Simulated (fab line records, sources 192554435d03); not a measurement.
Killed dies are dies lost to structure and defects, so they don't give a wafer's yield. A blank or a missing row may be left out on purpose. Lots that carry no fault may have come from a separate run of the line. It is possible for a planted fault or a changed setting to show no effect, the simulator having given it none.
fab line records | flow n5_finfet
[record] lots = 11 | wafers = 29 | last_day = 16
route steps=1938 shown BEOL_M6@1231
lots that met no fault: taken from a fault-free run of the same line
start_h: hours from the record's opening day to when the first of the lot's shown wafers began | wait_h: time in hours since the lot's previous step | " unchanged from the row above | L1.1+2: a row that stands for several wafers | - no value present, or no start provided | * or withheld: withheld | < > ~ a bound
route shown NAME@n: a module of which the file shows steps, and the number in the route of the first | usual: mean and standard deviation over wafers with no fault | same: alike in all rows | chamber/n: place in a boat | sites: the reading at each site | _std_site: the standard deviation of these | _edge_site: the outer-site mean with the inner-site mean subtracted | radius_mm: for every site, how far away it sits from the centre of the wafer | mask NAME#n: copy n | behind: the tool/chamber that last shaped the wafer | hold: why the lot was held/for how many hours/how that ended | device: the n, p or np transistor that did not switch | end of line: the tests these same wafers got at the end of their route | a step given without rows: its recipe and nothing more | killed: dies lost to structure and defects at the first sort, not the wafer's yield | map: shows each die of a wafer: x if killed, . if not, _ if none is there
set.NAME: setting as actually run; set.NAME@STEP: the setting as run at that earlier step | model.NAME: the simulator's own value behind a step, which no gauge read
steps of the route over a sample of lots; a table a step, a row a wafer
services: when a tool's chamber went out of use (start_h, in hours from the record's first day, below 0 if earlier), for how many hours, and the reason
[[steps]]
[step N5_BEOL_M6_ETCH_72]
[recipe] chemistry = N2/H2 | target = underlayer | target_depth_a = 65 | mask_material = CAR-EUV | time_s = 5.2 | ion_energy_ev = 200 | pressure_mtorr = 30 | source_w = 840 | bias_w = 150 | n2_flow_sccm = 200 | h2_flow_sccm = 200 | ends = cleared
[usual] bias_w = 150.0/0.48 | drypump_motor_current_A = 5.7/0.39 | etch_rf_on_time_s = 5.15/0.14 | oes_product_au = 0.66/0.078 | rf_vpp_V = 523.2/2.7 | showerhead_plenum_p_Torr = 2.52/0.08 | throttle_valve_pct = 17.99/0.19
lot.wafer | tool        | chamber | start_h | wait_h | bias_w | drypump_motor_current_A | etch_rf_on_time_s | oes_product_au | rf_hours_counter_h | rf_vpp_V | showerhead_plenum_p_Torr | throttle_valve_pct
L886.2    | rie_diel-06 | 3       | 174.54  | 0.0    | 149.6  | 5.9                     | 5.31              | 0.58           | 248                | 522.6    | 2.50                     | 18.43
L886.3    | "           | 0       | "       | "      | 150.4  | 6.0                     | 5.00              | 0.58           | 277                | 526.5    | 2.58                     | 18.01
L888.2    | rie_diel-06 | 2       | 180.46  | 0.0    | 150.6  | 5.3                     | 5.16              | 0.61           | 212                | 521.5    | 2.41                     | 18.12
L888.6    | "           | 0       | "       | "      | 150.2  | 6.0                     | 5.00              | 0.57           | -                  | 527.6    | 2.58                     | 18.01
L889.2    | rie_diel-04 | 2       | 193.85  | 0.0    | 148.9  | 6.4                     | 5.31              | 0.61           | 189                | 520.9    | 2.43                     | 17.85
L889.5    | "           | 2       | "       | "      | 148.8  | 6.4                     | 5.29              | 0.60           | -                  | 517.7    | 2.43                     | 17.87
L889.6    | "           | 3       | "       | "      | 149.7  | 5.7                     | 5.23              | 0.61           | -                  | 522.9    | 2.52                     | 18.13
L890.1    | rie_diel-04 | 1       | 204.64  | 0.0    | 150.2  | 5.4                     | 4.95              | 0.75           | 64                 | 522.4    | 2.57                     | 17.94
L890.3    | "           | 3       | "       | "      | 150.3  | 5.7                     | 5.27              | 0.61           | 206                | 521.2    | 2.51                     | 18.14
L890.6    | "           | 3       | "       | "      | 150.2  | 5.7                     | 5.30              | 0.60           | -                  | 521.9    | 2.51                     | 18.16
L892.1    | rie_diel-04 | 3       | 210.84  | 0.0    | 150.1  | 5.7                     | 5.15              | 0.62           | 209                | 523.0    | 2.51                     | 18.15
L892.4    | "           | 3       | "       | "      | 149.7  | 5.7                     | 5.15              | 0.61           | -                  | 520.8    | 2.51                     | 18.13
L892.5    | "           | 1       | "       | "      | 150.0  | 5.4                     | 4.86              | 0.76           | -                  | 522.8    | 2.57                     | 17.92
L894.2    | rie_diel-02 | 0       | 228.03  | 0.0    | 150.2  | 5.3                     | 5.18              | 0.72           | 62                 | 525.3    | 2.58                     | 18.08
L894.4    | "           | 2       | "       | "      | 150.5  | 5.0                     | 5.25              | 0.59           | 218                | 524.0    | 2.51                     | 17.93
L897.2    | rie_diel-04 | 0       | 238.57  | 0.0    | 150.1  | 6.1                     | 5.20              | 0.64           | 126                | 522.0    | 2.43                     | 17.72
L897.3    | "           | 1       | "       | "      | 150.4  | 5.4                     | 4.93              | 0.73           | 78                 | 522.7    | 2.57                     | 17.91
L897.6    | "           | 2       | "       | "      | 150.3  | 6.4                     | 5.25              | 0.60           | -                  | 519.2    | 2.43                     | 17.91
L904.2    | rie_diel-04 | 1       | 276.67  | 0.0    | 150.4  | 5.4                     | 4.93              | 0.72           | 93                 | 526.5    | 2.56                     | 17.96
L904.6    | "           | 2       | "       | "      | 149.7  | 6.4                     | 5.20              | 0.60           | -                  | 519.0    | 2.42                     | 17.92
L905.1    | rie_diel-02 | 1       | 284.67  | 0.0    | 149.9  | 5.5                     | 5.26              | 0.58           | 240                | 525.7    | 2.62                     | 18.18
L905.5    | "           | 1       | "       | "      | 150.6  | 5.5                     | 5.19              | 0.59           | -                  | 526.2    | 2.62                     | 18.20
L905.6    | "           | 0       | "       | "      | 150.7  | 5.3                     | 5.18              | 0.71           | -                  | 524.3    | 2.57                     | 18.12
L906.2    | rie_diel-02 | 1       | 290.20  | 0.0    | 149.6  | 5.5                     | 5.21              | 0.58           | 243                | 528.5    | 2.62                     | 18.19
L906.3    | "           | 3       | "       | "      | 149.3  | 5.8                     | 5.14              | 0.68           | 98                 | 525.5    | 2.66                     | 17.87
L906.5    | "           | 3       | "       | "      | 149.3  | 5.8                     | 5.11              | 0.69           | -                  | 525.1    | 2.66                     | 17.86
L908.2    | rie_diel-02 | 2       | 310.46  | 0.0    | 150.3  | 5.0                     | 5.18              | 0.58           | 244                | 521.2    | 2.49                     | 18.01
L908.3    | "           | 3       | "       | "      | 150.2  | 5.8                     | 5.00              | 0.69           | 106                | 528.5    | 2.66                     | 17.87
L908.4    | "           | 3       | "       | "      | 150.8  | 5.8                     | 5.01              | 0.67           | -                  | 527.8    | 2.66                     | 17.89
[step N5_BEOL_M6_STRIP_36]
[recipe] chemistry = N2/H2 | power_w = 450 | temp_c = 40 | pressure_mtorr = 20 | rf_frequency_hz = 6e+07 | overash_fraction = 0.3 | bias_power_w = 7 | h2_frac = 0.5 | n2_flow_sccm = 200 | h2_flow_sccm = 200
[usual] drypump_motor_current_A = 5.7/0.39 | oes_product_au = 0.77/0.088 | rf_vpp_V = 59.1/1.5 | showerhead_plenum_p_Torr = 2.52/0.08 | throttle_valve_pct = 23.75/0.19
lot.wafer | tool        | chamber | start_h | wait_h | drypump_motor_current_A | oes_product_au | rf_hours_counter_h | rf_vpp_V | showerhead_plenum_p_Torr | throttle_valve_pct
L886.2    | rie_diel-06 | 3       | 174.74  | 0.0    | 6.0                     | 0.68           | 248                | 58.9     | 2.50                     | 24.12
L886.3    | "           | 0       | "       | "      | 5.9                     | 0.65           | 277                | 57.7     | 2.57                     | 23.73
L888.2    | rie_diel-06 | 2       | 180.65  | 0.0    | 5.3                     | 0.72           | 213                | 58.3     | 2.41                     | 23.84
L888.6    | "           | 0       | "       | "      | 5.9                     | 0.66           | -                  | 58.7     | 2.57                     | 23.73
L889.2    | rie_diel-04 | 2       | 194.05  | 0.0    | 6.4                     | 0.73           | 189                | 57.8     | 2.43                     | 23.54
L889.5    | "           | 2       | "       | "      | 6.4                     | 0.72           | -                  | 59.4     | 2.43                     | 23.56
L889.6    | "           | 3       | "       | "      | 5.6                     | 0.72           | -                  | 59.6     | 2.51                     | 23.91
L890.1    | rie_diel-04 | 1       | 204.83  | 0.0    | 5.4                     | 0.87           | 64                 | 59.8     | 2.57                     | 23.78
L890.3    | "           | 3       | "       | "      | 5.7                     | 0.72           | 207                | 59.5     | 2.51                     | 23.87
L890.6    | "           | 3       | "       | "      | 5.7                     | 0.72           | -                  | 59.2     | 2.51                     | 23.89
L892.1    | rie_diel-04 | 3       | 211.03  | 0.0    | 5.7                     | 0.72           | 209                | 56.4     | 2.51                     | 23.90
L892.4    | "           | 3       | "       | "      | 5.7                     | 0.72           | -                  | 60.0     | 2.51                     | 23.92
L892.5    | "           | 1       | "       | "      | 5.4                     | 0.87           | -                  | 61.2     | 2.57                     | 23.76
L894.2    | rie_diel-02 | 0       | 228.23  | 0.0    | 5.3                     | 0.85           | 63                 | 59.6     | 2.58                     | 23.98
L894.4    | "           | 2       | "       | "      | 5.0                     | 0.71           | 218                | 57.9     | 2.50                     | 23.65
L897.2    | rie_diel-04 | 0       | 238.77  | 0.0    | 6.1                     | 0.76           | 126                | 56.4     | 2.43                     | 23.40
L897.3    | "           | 1       | "       | "      | 5.4                     | 0.86           | 78                 | 60.9     | 2.56                     | 23.78
L897.6    | "           | 2       | "       | "      | 6.4                     | 0.72           | -                  | 57.8     | 2.42                     | 23.58
L904.2    | rie_diel-04 | 1       | 276.86  | 0.0    | 5.4                     | 0.84           | 93                 | 59.6     | 2.56                     | 23.83
L904.6    | "           | 2       | "       | "      | 6.4                     | 0.70           | -                  | 57.5     | 2.42                     | 23.59
L905.1    | rie_diel-02 | 1       | 284.86  | 0.0    | 5.5                     | 0.69           | 241                | 60.8     | 2.61                     | 23.82
L905.5    | "           | 1       | "       | "      | 5.6                     | 0.69           | -                  | 59.4     | 2.61                     | 23.84
L905.6    | "           | 0       | "       | "      | 5.3                     | 0.83           | -                  | 57.4     | 2.57                     | 24.05
L906.2    | rie_diel-02 | 1       | 290.39  | 0.0    | 5.5                     | 0.69           | 243                | 57.8     | 2.61                     | 23.80
L906.3    | "           | 3       | "       | "      | 5.8                     | 0.78           | 98                 | 56.7     | 2.66                     | 23.76
L906.5    | "           | 3       | "       | "      | 5.7                     | 0.79           | -                  | 59.4     | 2.66                     | 23.76
L908.2    | rie_diel-02 | 2       | 310.65  | 0.0    | 5.0                     | 0.69           | 245                | 58.1     | 2.49                     | 23.70
L908.3    | "           | 3       | "       | "      | 5.8                     | 0.78           | 106                | 56.5     | 2.66                     | 23.75
L908.4    | "           | 3       | "       | "      | 5.8                     | 0.79           | -                  | 60.5     | 2.66                     | 23.73
[step N5_BEOL_M6_ETCH_41]
[recipe] chemistry = CH3F/O2 | target = SiCN | target_depth_a = 297 | taper_deg = 2 | time_s = 52 | ion_energy_ev = 120 | mask_material = TiN | pressure_mtorr = 30 | source_w = 395 | bias_w = 75 | Ar_flow_sccm = 150 | CH3F_flow_sccm = 30 | O2_flow_sccm = 20
[usual] bias_w = 75.01/0.23 | drypump_motor_current_A = 5.7/0.39 | oes_product_au = 0.77/0.09 | rf_vpp_V = 297.0/1.6 | run_length_s = 75.2/0.42 | showerhead_plenum_p_Torr = 1.99/0.062 | throttle_valve_pct = 16.50/0.22
lot.wafer | tool        | chamber | start_h | wait_h | bias_w | drypump_motor_current_A | oes_product_au | rf_hours_counter_h | rf_vpp_V | run_length_s | showerhead_plenum_p_Torr | throttle_valve_pct
L886.2    | rie_diel-06 | 3       | 174.81  | -      | 74.93  | 5.9                     | 0.69           | 248                | 297.1    | 75.3         | 1.98                     | 17.04
L886.3    | "           | 0       | "       | "      | 75.05  | 5.9                     | 0.67           | 277                | 300.2    | 74.8         | 2.04                     | 16.53
L888.2    | rie_diel-06 | 2       | 180.73  | -      | 75.11  | 5.3                     | 0.72           | 213                | 295.6    | 75.8         | 1.92                     | 16.68
L888.6    | "           | 0       | "       | "      | 75.08  | 5.9                     | 0.66           | -                  | 297.1    | 75.2         | 2.04                     | 16.53
L889.2    | rie_diel-04 | 2       | 194.12  | -      | 74.81  | 6.4                     | 0.72           | 189                | 295.5    | 74.6         | 1.90                     | 16.33
L889.5    | "           | 2       | "       | "      | 75.08  | 6.4                     | 0.72           | -                  | 295.1    | 74.7         | 1.90                     | 16.31
L889.6    | "           | 3       | "       | "      | 74.87  | 5.7                     | 0.72           | -                  | 296.7    | 76.0         | 1.99                     | 16.66
L890.1    | rie_diel-04 | 1       | 204.90  | -      | 74.76  | 5.4                     | 0.87           | 64                 | 296.6    | 75.1         | 2.02                     | 16.28
L890.3    | "           | 3       | "       | "      | 75.26  | 5.7                     | 0.72           | 207                | 297.6    | 76.0         | 1.99                     | 16.65
L890.6    | "           | 3       | "       | "      | 75.41  | 5.6                     | 0.72           | -                  | 297.1    | 75.9         | 1.99                     | 16.66
L892.1    | rie_diel-04 | 3       | 211.11  | -      | 75.26  | 5.6                     | 0.71           | 209                | 297.6    | 75.6         | 1.99                     | 16.66
L892.4    | "           | 3       | "       | "      | 74.90  | 5.6                     | 0.71           | -                  | 298.0    | 75.9         | 1.99                     | 16.67
L892.5    | "           | 1       | "       | "      | 74.35  | 5.4                     | 0.89           | -                  | 296.8    | 74.6         | 2.02                     | 16.28
L894.2    | rie_diel-02 | 0       | 228.30  | -      | 74.82  | 5.3                     | 0.84           | 63                 | 296.6    | 75.5         | 2.04                     | 16.55
L894.4    | "           | 2       | "       | "      | 75.16  | 5.0                     | 0.70           | 218                | 298.1    | 74.7         | 1.99                     | 16.50
L897.2    | rie_diel-04 | 0       | 238.84  | -      | 75.25  | 6.1                     | 0.75           | 126                | 295.3    | 97.3         | 1.94                     | 16.40
L897.3    | "           | 1       | "       | "      | 74.98  | 5.4                     | 0.85           | 78                 | 296.8    | 97.3         | 2.01                     | 16.31
L897.6    | "           | 2       | "       | "      | 74.90  | 6.4                     | 0.71           | -                  | 294.6    | 74.6         | 1.90                     | 16.36
L904.2    | rie_diel-04 | 1       | 276.94  | -      | 74.86  | 5.4                     | 0.84           | 93                 | 298.0    | 97.1         | 2.01                     | 16.33
L904.6    | "           | 2       | "       | "      | 75.10  | 6.4                     | 0.70           | -                  | 296.0    | 74.7         | 1.89                     | 16.37
L905.1    | rie_diel-02 | 1       | 284.93  | -      | 74.26  | 5.5                     | 0.68           | 241                | 298.4    | 74.8         | 2.06                     | 16.72
L905.5    | "           | 1       | "       | "      | 74.90  | 5.5                     | 0.67           | -                  | 296.8    | 74.4         | 2.06                     | 16.72
L905.6    | "           | 0       | "       | "      | 74.86  | 5.3                     | 0.81           | -                  | 296.4    | 75.5         | 2.03                     | 16.59
L906.2    | rie_diel-02 | 1       | 290.46  | -      | 75.00  | 5.5                     | 0.68           | 243                | 300.4    | 74.9         | 2.06                     | 16.72
L906.3    | "           | 3       | "       | "      | 75.05  | 5.7                     | 0.80           | 98                 | 300.0    | 75.2         | 2.10                     | 16.29
L906.5    | "           | 3       | "       | "      | 75.06  | 5.7                     | 0.81           | -                  | 298.9    | 75.0         | 2.10                     | 16.29
L908.2    | rie_diel-02 | 2       | 310.72  | -      | 75.23  | 5.0                     | 0.68           | 245                | 296.7    | 75.1         | 1.98                     | 16.55
L908.3    | "           | 3       | "       | "      | 74.72  | 5.7                     | 0.78           | 106                | 298.8    | 75.5         | 2.09                     | 16.28
L908.4    | "           | 3       | "       | "      | 75.02  | 5.8                     | 0.80           | -                  | 299.1    | 75.3         | 2.09                     | 16.30
[step N5_BEOL_M6_CURE_75]
[recipe] temp_c = 370 | time_s = 120 | ambient = DMADMS/He | material = SiCOH_lowk
[usual] lamp_power_pct = 52.31/0.05 | wafer_temp_C_max = 371.9/0.85
lot.wafer | tool       | chamber | start_h | wait_h | lamp_power_pct | wafer_temp_C_max
L886.2    | uv_cure-02 | 2       | 175.23  | 0.1    | 52.24          | 371.6
L886.3    | "          | 2       | "       | "      | 52.19          | 371.0
L888.2    | uv_cure-02 | 2       | 181.09  | 0.1    | 52.36          | 371.3
L888.6    | "          | 2       | "       | "      | 52.21          | 371.1
L889.2    | uv_cure-02 | 0       | 194.56  | 0.2    | 52.23          | 371.6
L889.5    | "          | 0       | "       | "      | 52.26          | 371.5
L889.6    | "          | 0       | "       | "      | 52.28          | 371.3
L890.1    | uv_cure-03 | 2       | 205.22  | 0.0    | 52.29          | 372.5
L890.3    | "          | 2       | "       | "      | 52.30          | 372.9
L890.6    | "          | 2       | "       | "      | 52.27          | 373.4
L892.1    | uv_cure-03 | 1       | 211.56  | 0.2    | 52.33          | 372.4
L892.4    | "          | 1       | "       | "      | 52.36          | 372.3
L892.5    | "          | 1       | "       | "      | 52.32          | 374.0
L894.2    | uv_cure-01 | 0       | 228.67  | 0.1    | 52.36          | 370.5
L894.4    | "          | 0       | "       | "      | 52.31          | 370.7
L897.2    | uv_cure-03 | 2       | 239.45  | 0.3    | 52.32          | 373.6
L897.3    | "          | 2       | "       | "      | 52.28          | 373.3
L897.6    | "          | 2       | "       | "      | 52.34          | 374.0
L904.2    | uv_cure-03 | 0       | 277.30  | 0.1    | 52.29          | 370.9
L904.6    | "          | 0       | "       | "      | 52.32          | 371.3
L905.1    | uv_cure-03 | 0       | 285.26  | 0.0    | 52.34          | 371.8
L905.5    | "          | 0       | "       | "      | 52.25          | 371.8
L905.6    | "          | 0       | "       | "      | 52.30          | 371.2
L906.2    | uv_cure-01 | 1       | 290.83  | 0.1    | 52.41          | 370.9
L906.3    | "          | 1       | "       | "      | 52.25          | 371.0
L906.5    | "          | 1       | "       | "      | 52.29          | 371.3
L908.2    | uv_cure-03 | 0       | 311.09  | 0.1    | 52.33          | 371.5
L908.3    | "          | 0       | "       | "      | 52.26          | 371.2
L908.4    | "          | 0       | "       | "      | 52.33          | 371.5
[[services]]
tool        | chamber | start_h | hours | kind
rie_diel-02 | 1       | 162.23  | 15.8  | repair
uv_cure-02  | -       | 170.79  | 3.4   | pm
uv_cure-01  | -       | 173.92  | 6.1   | repair
rie_diel-02 | -       | 192.75  | 0.2   | repair
rie_diel-06 | 0       | 198.38  | -     | clean
rie_diel-06 | 0       | 198.38  | -     | consumable_replace:focus_ring
rie_diel-06 | 0       | 198.38  | 20.0  | scheduled_down
rie_diel-06 | 0       | 198.38  | 20.0  | vent_cycle
uv_cure-01  | -       | 206.49  | 1.1   | repair
rie_diel-04 | 0       | 208.52  | 8.1   | repair
uv_cure-01  | -       | 210.54  | 8.8   | repair
rie_diel-06 | 3       | 218.47  | -     | clean
rie_diel-06 | 3       | 218.47  | -     | consumable_replace:focus_ring
rie_diel-06 | 3       | 218.47  | 14.5  | scheduled_down
uv_cure-01  | -       | 219.35  | 2.1   | pm
uv_cure-01  | -       | 221.48  | 1.0   | pm
rie_diel-06 | -       | 224.00  | 4.3   | pm
rie_diel-02 | 2       | 266.21  | 11.0  | repair
rie_diel-04 | -       | 279.19  | 1.3   | repair
rie_diel-04 | 2       | 280.55  | 4.1   | repair
rie_diel-02 | 1       | 308.79  | -     | clean
rie_diel-02 | 1       | 308.79  | -     | consumable_replace:focus_ring
rie_diel-02 | 1       | 308.79  | 16.9  | scheduled_down
rie_diel-02 | 1       | 308.79  | 16.9  | vent_cycle
[[key]]
[first_sign] step = N5_BEOL_M6_ETCH_41 | reading = run_length_s | direction = up | sigmas = 52 | usual = * | struck = *
effect none on later readings
met_at N5_BEOL_M6_ETCH_41
struck_lots L897,L904
struck_wafers L897.2,L897.3,L904.2
not_acting_at N5_BEOL_M6_ETCH_72,N5_BEOL_M6_STRIP_36,N5_BEOL_M6_CURE_75
onset_between 211.11 238.84
[fault] kind = process_parameter_drift | tool = rie_diel-04 | chamber = - | onset_h = 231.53 | steps = N5_BEOL_M6_ETCH_41 | channel = time_s | offset = * | shape = step | end_h = 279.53 | scope = struck_wafers_only | acts_in = * | stated = *
